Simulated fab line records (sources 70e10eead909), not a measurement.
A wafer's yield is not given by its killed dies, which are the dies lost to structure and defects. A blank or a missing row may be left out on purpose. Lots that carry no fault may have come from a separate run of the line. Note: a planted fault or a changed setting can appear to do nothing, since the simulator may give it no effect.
A struck lot beside a sound one ; flow nand-harc ; 14 out of 1302 route steps
Sound: these wafers, L919.1, L919.3, L919.5. The struck wafers were L933.1, L933.4, L933.5. The cause comes at the end.
For every step that has rows: the tool of each side, followed by ch and its chambers, followed by its first start. Under that, the readings that differ: sound wafers ; struck wafers ; difference of the means ; sigmas: that difference in standard deviations of wafers without a fault.
alike: a reading whose means differ by less than 2 such deviations, as well as words and numbers matching on both sides. not compared: withheld readings; readings where some wafer has no value; bounds like >300 that might hide an equal value; numbers whose values overlap and for which the record gives no deviation.
Wherever a step has rows on one side only, a row that says differs or no value, or a row with sigmas, the two part there. Numbers that don't overlap but have no deviation are shown without sigmas and don't part them. Lack of a reading on every wafer of one side parts them only where that side has two or more wafers.

first, 2 steps without rows for these wafers: NHARC_A_CONTACT_STRIP_104 (strips in CF4/CHF3); NHARC_A_CONTACT_STRIP_105 (strips in O2/COS).
NHARC_A_CONTACT_ETCH_106: etches the open film in CF4/O2, target depth 90 nm, overetch 9 nm, time 49.5 s.
  sound on rie-diel-03 ch 0,1,3, day 23 11:56; struck on rie-diel-05 ch 1,2,3, day 29 16:40
  alike: drypump-motor-current-A, mfc-ar-sccm, oes-product-au, rf-vpp-V, showerhead-plenum-p-Torr, throttle-valve-pct
  not compared: rf-hours-counter-h
NHARC_A_CONTACT_STRIP_82: strips in O2.
  sound: rie-diel-03 ch 0,1; struck: rie-diel-05 ch 0,1,2
  alike: drypump-motor-current-A, mfc-ar-sccm, oes-product-au, rf-vpp-V, showerhead-plenum-p-Torr, throttle-valve-pct
  not compared: rf-hours-counter-h
then, 1 step without rows for these wafers: NHARC_A_CONTACT_STRIP_83 (strips in post etch residue remover, time 600 s).
NHARC_A_CONTACT_DEP_84: deposits aC, target thk 2800 nm.
  sound on acl-dep-03 ch 0, day 23 12:52; struck on acl-dep-03 ch 0, day 29 17:19
  alike: throttle-valve-pct
NHARC_A_CONTACT_DEP_85: deposits SiON, target thk 60 nm.
  sound on pecvd-03 ch 0,1,2, day 23 14:38; struck on pecvd-02 ch 0,1, day 29 19:07
  alike: heater-power-w
then, 5 steps without rows for these wafers: NHARC_A_CONTACT_DEHYDRATE_00 (time 120 s); NHARC_A_CONTACT_HMDS_01 (time 30 s); NHARC_A_CONTACT_COAT_86 (time 75 s); NHARC_A_CONTACT_COAT_87 (time 65 s); NHARC_A_CONTACT_COAT_02 (resist thk 90 nm).
NHARC_A_CONTACT_SOFTBAKE_03: time 55 s.
  sound on litho-track-04 ch 0, day 23 14:00; struck on litho-track-06 ch 0, day 29 19:00
reading;sound;struck;difference;sigmas
heater-power-total-W (W);188.63 188.52 188.32;194.21 194.62 194.25;+5.87;+39
following that, these wafers have no rows for 1 step: NHARC_A_CONTACT_EBR_04.

## WHERE THEY PART
Only at NHARC_A_CONTACT_SOFTBAKE_03, within this record.

WHY: the cause the simulator had injected
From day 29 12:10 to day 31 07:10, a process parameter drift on litho-track-06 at NHARC_A_CONTACT_SOFTBAKE_03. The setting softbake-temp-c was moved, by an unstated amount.
